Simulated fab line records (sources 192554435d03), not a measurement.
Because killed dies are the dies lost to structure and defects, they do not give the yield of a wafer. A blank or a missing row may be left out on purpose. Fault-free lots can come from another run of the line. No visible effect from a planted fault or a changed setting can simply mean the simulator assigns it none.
fab line records | flow n5-finfet | part 2 of 2: steps 4 to 6 of 6
record: lots: 21 | wafers: 63 | last-day: 17
route steps=1938 shown BEOL_M6@1257 BEOL_M7@1299
lots untouched by any fault: they come from a run of this same line in which no faults occurred
start-h: start of the lot's first displayed wafer, in hours after the record's first day | wait-h: hours from the lot's prior step to this one | " repeats the value in the row above | L1.1+2: one row covering several wafers at once | - either no value or no given start | * or withheld: withheld | < > ~ a bound
route shown NAME@n: a module of which the file shows steps, and the number in the route of the first | usual: mean and standard deviation over wafers with no fault | same: alike in all rows | chamber/n: place in a boat | sites: each site's reading | _std_site: how widely they spread, as a standard deviation | _edge_site: outer sites' mean less inner sites' | radius-mm: for every site, how far away it sits from the centre of the wafer | mask NAME#n: copy n | behind: the last tool/chamber to shape the wafer | hold: reason for holding the lot/hours on hold/outcome of the hold | device: the transistor (n, p or np) that didn't switch | end of line: the same wafers' tests at the end of the route | a step without rows: its recipe alone | killed: not the wafer's yield, but the dies lost to structure and defects at the first sort | map: a wafer's dies, marking killed ones x, the rest . and places with no die _
set.NAME: the run value of the setting; set.NAME@STEP: its run value at that earlier step | model.NAME: the simulator's own value behind a step, which no gauge read
a sample of lots followed through the steps of the route, with each step as a table and each wafer as a row
services: a tool's chamber out of use, with start hour (start-h, from the record's first day; less than 0 if before it), hours out, and reason
== steps ==
step: N5_BEOL_M7_VIA_ETCH_34
recipe: chemistry: C4F6/O2 | target: SiCOH_lowk | target-depth-a: 1255 | mask-material: SOC | taper-deg: 4 | time-s: 50.5 | ion-energy-ev: 250 | pressure-mtorr: 30 | source-w: 345 | bias-w: 185 | Ar_flow_sccm: 300 | C4F6_flow_sccm: 10 | O2_flow_sccm: 10
usual: drypump-motor-current-A: 5.5/0.42 | oes-product-au: 0.78/0.064 | rf-fwd-power-W: 341.3/1.3 | rf-vpp-V: 655/21 | showerhead-plenum-p-Torr: 2.86/0.093 | throttle-valve-pct: 20.82/0.15
lot.wafer | tool        | chamber | start-h | wait-h | drypump-motor-current-A | oes-product-au | rf-fwd-power-W | rf-hours-counter-h | rf-vpp-V | showerhead-plenum-p-Torr | throttle-valve-pct
L074.1    | rie-diel-02 | 2       | 182.73  | 0.0    | 5.9                     | 0.72           | 340.4          | 202                | 637      | 2.80                     | 20.95
L074.2    | "           | 3       | "       | "      | 5.5                     | 0.74           | 341.6          | 151                | 645      | 2.96                     | 20.87
L074.4    | "           | 0       | "       | "      | 5.1                     | 0.74           | 339.3          | 171                | 685      | 2.86                     | 20.96
L076.1    | rie-diel-02 | 2       | 199.70  | 0.0    | 5.9                     | 0.71           | 343.7          | 206                | 638      | 2.80                     | 20.96
L076.2    | "           | 0       | "       | "      | 5.0                     | 0.73           | 341.6          | 176                | 685      | 2.85                     | 20.96
L076.4    | "           | 1       | "       | "      | 6.0                     | 0.77           | 342.3          | 152                | 628      | 2.75                     | 20.68
L075.3    | rie-diel-02 | 2       | 203.18  | 0.0    | 5.9                     | 0.70           | 339.8          | 207                | 638      | 2.80                     | 20.95
L075.4    | "           | 3       | "       | "      | 5.5                     | 0.74           | 342.4          | 156                | 643      | 2.96                     | 20.89
L075.6    | "           | 1       | "       | "      | 6.0                     | 0.76           | 342.0          | -                  | 629      | 2.75                     | 20.66
L077.1    | rie-diel-02 | 0       | 210.02  | 0.0    | 5.0                     | 0.73           | 339.6          | 180                | 685      | 2.85                     | 20.97
L077.2    | "           | 2       | "       | "      | 5.9                     | 0.71           | 341.5          | 209                | 639      | 2.80                     | 20.95
L077.5    | "           | 0       | "       | "      | 5.0                     | 0.73           | 341.3          | -                  | 685      | 2.85                     | 20.97
L078.2    | rie-diel-06 | 2       | 214.90  | 0.0    | 5.4                     | 0.83           | 340.3          | 101                | 648      | 2.98                     | 20.75
L078.3    | "           | 3       | "       | "      | 5.9                     | 0.78           | 342.4          | 150                | 632      | 2.64                     | 20.60
L078.5    | "           | 0       | "       | "      | 5.7                     | 0.91           | 339.2          | -                  | 674      | 2.90                     | 20.68
L079.1    | rie-diel-06 | 0       | 218.90  | 0.0    | 5.7                     | 0.91           | 341.0          | 26                 | 673      | 2.90                     | 20.64
L079.2    | "           | 1       | "       | "      | 4.7                     | 0.67           | 341.3          | 244                | 628      | 2.80                     | 20.98
L079.6    | "           | 2       | "       | "      | 5.4                     | 0.81           | 341.3          | -                  | 648      | 2.98                     | 20.74
L081.2    | rie-diel-06 | 0       | 226.21  | 0.0    | 5.6                     | 0.92           | 340.0          | 28                 | 673      | 2.90                     | 20.67
L081.3    | "           | 1       | "       | "      | 4.7                     | 0.66           | 341.6          | 246                | 629      | 2.80                     | 20.97
L081.6    | "           | 0       | "       | "      | 5.6                     | 0.92           | 340.0          | -                  | 672      | 2.90                     | 20.67
L080.1    | rie-diel-06 | 3       | 226.67  | 0.0    | 5.9                     | 0.77           | 342.4          | 154                | 629      | 2.64                     | 20.62
L080.2    | "           | 0       | "       | "      | 5.6                     | 0.90           | 340.2          | 28                 | 673      | 2.90                     | 20.67
L080.4    | "           | 2       | "       | "      | 5.4                     | 0.82           | 341.8          | 105                | 648      | 2.98                     | 20.74
L083.1    | rie-diel-05 | 1       | 240.72  | 0.0    | 5.9                     | 0.85           | 341.1          | 57                 | 649      | 2.92                     | 21.08
L083.2    | "           | 3       | "       | "      | 5.2                     | 0.83           | 339.6          | 64                 | 679      | 2.89                     | 20.82
L083.5    | "           | 0       | "       | "      | 6.0                     | 0.80           | 339.0          | -                  | 668      | 2.86                     | 20.77
L084.2    | rie-diel-06 | 2       | 248.85  | 0.0    | 5.4                     | 0.81           | 341.4          | 112                | 648      | 2.97                     | 20.75
L084.4    | "           | 3       | "       | "      | 5.9                     | 0.78           | 343.0          | -                  | 631      | 2.63                     | 20.64
L084.5    | "           | 2       | "       | "      | 5.4                     | 0.81           | 341.9          | -                  | 647      | 2.97                     | 20.76
L085.1    | rie-diel-05 | 3       | 254.03  | 0.0    | 5.2                     | 0.82           | 341.1          | 68                 | 680      | 2.88                     | 20.81
L085.3    | "           | 0       | "       | "      | 6.0                     | 0.80           | 340.9          | 91                 | 672      | 2.86                     | 20.77
L085.5    | "           | 3       | "       | "      | 5.2                     | 0.81           | 339.3          | -                  | 681      | 2.88                     | 20.80
L086.1    | rie-diel-05 | 1       | 259.77  | 0.0    | 5.8                     | 0.84           | 341.6          | 64                 | 648      | 2.92                     | 21.09
L086.4    | "           | 3       | "       | "      | 5.2                     | 0.82           | 341.2          | 70                 | 679      | 2.88                     | 20.81
L086.5    | "           | 2       | "       | "      | 5.1                     | 0.81           | 343.3          | -                  | 679      | 2.97                     | 20.66
L087.1    | rie-diel-05 | 1       | 268.63  | 0.0    | 5.9                     | 0.84           | 339.7          | 66                 | 647      | 2.92                     | 21.11
L087.4    | "           | 3       | "       | "      | 5.1                     | 0.82           | 342.9          | 72                 | 679      | 2.88                     | 20.82
L087.5    | "           | 0       | "       | "      | 6.0                     | 0.80           | 339.0          | -                  | 670      | 2.86                     | 20.79
L089.3    | rie-diel-06 | 0       | 277.96  | 0.0    | 5.7                     | 0.88           | 340.7          | 45                 | 674      | 2.89                     | 20.69
L089.4    | "           | 1       | "       | "      | 4.7                     | 0.94           | 342.2          | -                  | 628      | 2.80                     | 20.59
L089.6    | "           | 2       | "       | "      | 5.4                     | 0.80           | 340.4          | -                  | 646      | 2.97                     | 20.79
L091.2    | rie-diel-02 | 3       | 284.53  | 0.0    | 5.5                     | 0.71           | 341.1          | 181                | 644      | 2.94                     | 20.92
L091.3    | "           | 1       | "       | "      | 6.0                     | 0.75           | 342.2          | 180                | 629      | 2.74                     | 20.73
L091.5    | "           | 2       | "       | "      | 5.9                     | 0.69           | 340.6          | -                  | 637      | 2.79                     | 20.99
L090.4    | rie-diel-02 | 1       | 287.53  | 0.0    | 6.0                     | 0.74           | 343.3          | 181                | 627      | 2.74                     | 20.72
L090.5    | "           | 1       | "       | "      | 6.0                     | 0.75           | 344.1          | -                  | 629      | 2.74                     | 20.71
L090.6    | "           | 0       | "       | "      | 5.1                     | 0.72           | 341.8          | -                  | 684      | 2.84                     | 20.99
L092.2    | rie-diel-05 | 3       | 296.05  | 0.0    | 5.2                     | 0.80           | 339.0          | 82                 | 679      | 2.88                     | 20.83
L092.4    | "           | 0       | "       | "      | 6.0                     | 0.79           | 341.8          | -                  | 672      | 2.86                     | 20.80
L092.5    | "           | 3       | "       | "      | 5.2                     | 0.80           | 340.5          | -                  | 679      | 2.88                     | 20.84
L093.1    | rie-diel-05 | 0       | 305.73  | 0.0    | 6.0                     | 0.80           | 341.4          | 108                | 670      | 2.85                     | 20.81
L093.5    | "           | 1       | "       | "      | 5.8                     | 0.83           | 340.8          | -                  | 647      | 2.91                     | 21.12
L093.6    | "           | 0       | "       | "      | 6.0                     | 0.79           | 340.8          | -                  | 670      | 2.85                     | 20.80
L095.1    | rie-diel-06 | 3       | 318.45  | 0.0    | 5.9                     | 0.75           | 342.3          | 179                | 629      | 2.63                     | 20.67
L095.3    | "           | 2       | "       | "      | 5.4                     | 0.78           | 341.0          | 134                | 649      | 2.96                     | 20.79
L095.5    | "           | 1       | "       | "      | 4.7                     | 0.89           | 341.6          | -                  | 627      | 2.79                     | 20.59
L096.2    | rie-diel-02 | 3       | 325.30  | 0.0    | 5.4                     | 0.71           | 342.6          | 192                | 643      | 2.94                     | 20.94
L096.4    | "           | 0       | "       | "      | 5.0                     | 0.71           | 340.8          | 214                | 684      | 2.84                     | 21.01
L096.6    | "           | 0       | "       | "      | 5.0                     | 0.71           | 342.2          | -                  | 686      | 2.84                     | 21.02
L097.2    | rie-diel-05 | 3       | 325.32  | 0.0    | 5.2                     | 0.80           | 340.9          | 91                 | 679      | 2.87                     | 20.85
L097.3    | "           | 1       | "       | "      | 5.8                     | 0.83           | 341.6          | 84                 | 648      | 2.91                     | 21.12
L097.4    | "           | 0       | "       | "      | 6.0                     | 0.79           | 341.0          | 114                | 669      | 2.85                     | 20.82
step: N5_BEOL_M7_OCD_MEAS_38
usual: trench-depth-nm: 92.5/2.3
lot.wafer | tool   | chamber | start-h | wait-h | trench-depth-nm
L074.1    | ocd-01 | -       | 182.98  | -      | 89.3
L074.2    | "      | -       | "       | "      | 91.0
L074.4    | "      | -       | "       | "      | 93.6
L076.1    | ocd-01 | -       | 199.95  | -      | 88.5
L076.2    | "      | -       | "       | "      | 91.7
L076.4    | "      | -       | "       | "      | 92.8
L075.3    | ocd-02 | -       | 203.43  | -      | 90.1
L075.4    | "      | -       | "       | "      | 91.0
L075.6    | "      | -       | "       | "      | 93.3
L077.1    | ocd-01 | -       | 210.27  | -      | 93.0
L077.2    | "      | -       | "       | "      | 90.3
L077.5    | "      | -       | "       | "      | 92.2
L078.2    | ocd-02 | -       | 215.15  | -      | 98.1
L078.3    | "      | -       | "       | "      | 93.7
L078.5    | "      | -       | "       | "      | 93.2
L079.1    | ocd-02 | -       | 219.14  | -      | 93.3
L079.2    | "      | -       | "       | "      | 90.5
L079.6    | "      | -       | "       | "      | 97.9
L081.2    | ocd-01 | -       | 226.46  | -      | 92.7
L081.3    | "      | -       | "       | "      | 90.9
L081.6    | "      | -       | "       | "      | 93.5
L080.1    | ocd-02 | -       | 226.92  | -      | 94.3
L080.2    | "      | -       | "       | "      | 93.0
L080.4    | "      | -       | "       | "      | 98.7
L083.1    | ocd-02 | -       | 240.97  | -      | 92.0
L083.2    | "      | -       | "       | "      | 90.6
L083.5    | "      | -       | "       | "      | 93.0
L084.2    | ocd-01 | -       | 249.10  | -      | 96.8
L084.4    | "      | -       | "       | "      | 93.8
L084.5    | "      | -       | "       | "      | 97.8
L085.1    | ocd-02 | -       | 254.28  | -      | 89.1
L085.3    | "      | -       | "       | "      | 92.3
L085.5    | "      | -       | "       | "      | 89.7
L086.1    | ocd-02 | -       | 260.02  | -      | 89.4
L086.4    | "      | -       | "       | "      | 88.9
L086.5    | "      | -       | "       | "      | 93.0
L087.1    | ocd-01 | -       | 268.87  | -      | 90.5
L087.4    | "      | -       | "       | "      | 90.0
L087.5    | "      | -       | "       | "      | 91.4
L089.3    | ocd-02 | -       | 278.21  | -      | 92.6
L089.4    | "      | -       | "       | "      | 93.7
L089.6    | "      | -       | "       | "      | 96.0
L091.2    | ocd-01 | -       | 284.78  | -      | 92.8
L091.3    | "      | -       | "       | "      | 93.5
L091.5    | "      | -       | "       | "      | 90.9
L090.4    | ocd-01 | -       | 287.78  | -      | 93.6
L090.5    | "      | -       | "       | "      | 94.4
L090.6    | "      | -       | "       | "      | 93.1
L092.2    | ocd-01 | -       | 296.30  | -      | 90.0
L092.4    | "      | -       | "       | "      | 91.6
L092.5    | "      | -       | "       | "      | 90.1
L093.1    | ocd-01 | -       | 305.98  | -      | 92.5
L093.5    | "      | -       | "       | "      | 90.6
L093.6    | "      | -       | "       | "      | 90.8
L095.1    | ocd-02 | -       | 318.70  | -      | 92.7
L095.3    | "      | -       | "       | "      | 95.4
L095.5    | "      | -       | "       | "      | 91.4
L096.2    | ocd-02 | -       | 325.55  | -      | 91.6
L096.4    | "      | -       | "       | "      | 93.1
L096.6    | "      | -       | "       | "      | 93.4
L097.2    | ocd-01 | -       | 325.57  | -      | 89.5
L097.3    | "      | -       | "       | "      | 91.3
L097.4    | "      | -       | "       | "      | 91.8
step: N5_BEOL_M7_ALD_77
recipe: material: TaN | target-thk-a: 20 | temp-c: 275 | ald-precursor-family: PDMAT | ald-co-reactant: NH3 | pressure-torr: 3 | carrier-flow-sccm: 1500 | pulse-time-s: 2 | purge-time-s: 3 | co-reactant-purge-time-s: 2 | co-reactant-pulse-time-s: 3 | ald-cycles: 40 | precursor-vessel-temp-c: 75 | precursor-vessel-pressure-torr: 26.25 | precursor-vessel-carrier-sccm: 1000
usual: heater-power-w: 433/54 | precursor-vessel-temp-c: 75.01/0.12
lot.wafer | tool         | chamber | start-h | wait-h | heater-power-w | precursor-vessel-temp-c
L074.1    | ald-metal-02 | 1       | 184.14  | 0.0    | 409            | 74.92
L074.2    | "            | 3       | "       | "      | 442            | 74.83
L074.4    | "            | 2       | "       | "      | 405            | 75.08
L076.1    | ald-metal-03 | 2       | 200.58  | 0.0    | 532            | 75.02
L076.2    | "            | 0       | "       | "      | 464            | 74.98
L076.4    | "            | 1       | "       | "      | 405            | 74.91
L075.3    | ald-metal-04 | 3       | 204.57  | 0.1    | 350            | 75.08
L075.4    | "            | 0       | "       | "      | 496            | 75.00
L075.6    | "            | 3       | "       | "      | 347            | 74.98
L077.1    | ald-metal-04 | 0       | 211.14  | 0.2    | 504            | 74.87
L077.2    | "            | 2       | "       | "      | 412            | 75.00
L077.5    | "            | 0       | "       | "      | 507            | 74.83
L078.2    | ald-metal-03 | 0       | 216.31  | 0.0    | 458            | 75.02
L078.3    | "            | 2       | "       | "      | 524            | 74.94
L078.5    | "            | 2       | "       | "      | 514            | 74.92
L079.1    | ald-metal-04 | 0       | 220.03  | 0.1    | 485            | 74.98
L079.2    | "            | 1       | "       | "      | 510            | 74.96
L079.6    | "            | 2       | "       | "      | 425            | 75.12
L081.2    | ald-metal-02 | 2       | 227.47  | 0.0    | 407            | 75.10
L081.3    | "            | 3       | "       | "      | 457            | 74.89
L081.6    | "            | 1       | "       | "      | 406            | 75.23
L080.1    | ald-metal-04 | 0       | 227.73  | 0.0    | 503            | 75.00
L080.2    | "            | 3       | "       | "      | 356            | 74.90
L080.4    | "            | 1       | "       | "      | 504            | 74.91
L083.1    | ald-metal-03 | 1       | 241.82  | 0.0    | 411            | 74.77
L083.2    | "            | 3       | "       | "      | 407            | 75.06
L083.5    | "            | 1       | "       | "      | 408            | 74.93
L084.2    | ald-metal-04 | 0       | 250.42  | 0.1    | 495            | 74.94
L084.4    | "            | 3       | "       | "      | 344            | 75.04
L084.5    | "            | 1       | "       | "      | 499            | 74.91
L085.1    | ald-metal-02 | 1       | 255.11  | 0.1    | 422            | 74.97
L085.3    | "            | 2       | "       | "      | 396            | 74.96
L085.5    | "            | 2       | "       | "      | 409            | 74.92
L086.1    | ald-metal-02 | 3       | 261.21  | 0.3    | 431            | 74.81
L086.4    | "            | 0       | "       | "      | 396            | 75.11
L086.5    | "            | 1       | "       | "      | 407            | 75.15
L087.1    | ald-metal-04 | 3       | 269.96  | 0.1    | 355            | 75.06
L087.4    | "            | 0       | "       | "      | 496            | 74.89
L087.5    | "            | 2       | "       | "      | 417            | 75.17
L089.3    | ald-metal-03 | 0       | 279.04  | 0.0    | 465            | 74.67
L089.4    | "            | 2       | "       | "      | 524            | 75.13
L089.6    | "            | 2       | "       | "      | 502            | 75.18
L091.2    | ald-metal-04 | 1       | 286.06  | 0.2    | 497            | 75.10
L091.3    | "            | 0       | "       | "      | 500            | 75.11
L091.5    | "            | 0       | "       | "      | 499            | 74.90
L090.4    | ald-metal-04 | 0       | 288.79  | 0.2    | 488            | 74.87
L090.5    | "            | 0       | "       | "      | 506            | 75.01
L090.6    | "            | 1       | "       | "      | 487            | 74.96
L092.2    | ald-metal-04 | 3       | 297.13  | 0.0    | 348            | 74.94
L092.4    | "            | 1       | "       | "      | 502            | 74.80
L092.5    | "            | 3       | "       | "      | 354            | 74.91
L093.1    | ald-metal-04 | 0       | 306.64  | 0.1    | 496            | 75.08
L093.5    | "            | 2       | "       | "      | 422            | 74.96
L093.6    | "            | 1       | "       | "      | 497            | 74.99
L095.1    | ald-metal-02 | 1       | 319.68  | 0.0    | 412            | 75.18
L095.3    | "            | 0       | "       | "      | 397            | 75.18
L095.5    | "            | 2       | "       | "      | 407            | 75.00
L096.2    | ald-metal-04 | 3       | 326.19  | 0.0    | 350            | 74.94
L096.4    | "            | 1       | "       | "      | 505            | 74.96
L096.6    | "            | 1       | "       | "      | 508            | 75.08
L097.2    | ald-metal-02 | 3       | 326.35  | 0.0    | 440            | 74.89
L097.3    | "            | 0       | "       | "      | 405            | 75.10
L097.4    | "            | 1       | "       | "      | 408            | 75.12
== services ==
tool         | chamber | start-h | hours | kind
cmp-01       | -       | 156.57  | 4.0   | pm
cmp-01       | -       | 160.57  | -     | consumable-replace:conditioner
cmp-01       | -       | 160.57  | -     | consumable-replace:pad
cmp-04       | -       | 176.16  | 0.5   | repair
cmp-01       | -       | 180.06  | 2.0   | repair
cmp-04       | -       | 183.18  | 3.0   | repair
rie-diel-05  | 2       | 208.68  | 3.8   | repair
cmp-03       | -       | 219.65  | 3.2   | repair
rie-diel-05  | 0       | 221.63  | 2.8   | repair
cmp-04       | -       | 234.49  | 4.0   | pm
rie-diel-06  | 1       | 237.52  | -     | clean
rie-diel-06  | 1       | 237.52  | -     | consumable-replace:focus-ring
rie-diel-06  | 1       | 237.52  | 21.4  | scheduled-down
rie-diel-06  | 1       | 237.52  | 21.4  | vent-cycle
cmp-04       | -       | 238.49  | -     | consumable-replace:conditioner
cmp-04       | -       | 238.49  | -     | consumable-replace:pad
cmp-01       | -       | 259.28  | 1.8   | repair
rie-diel-06  | 3       | 272.94  | 8.2   | repair
ald-metal-02 | -       | 287.14  | 14.6  | pm
ald-metal-03 | 2       | 291.81  | 8.0   | repair
rie-diel-05  | 2       | 292.50  | 6.9   | repair
cmp-04       | -       | 294.47  | 5.7   | pm
cmp-03       | -       | 297.03  | 4.0   | pm
ald-metal-04 | -       | 315.48  | 5.0   | repair
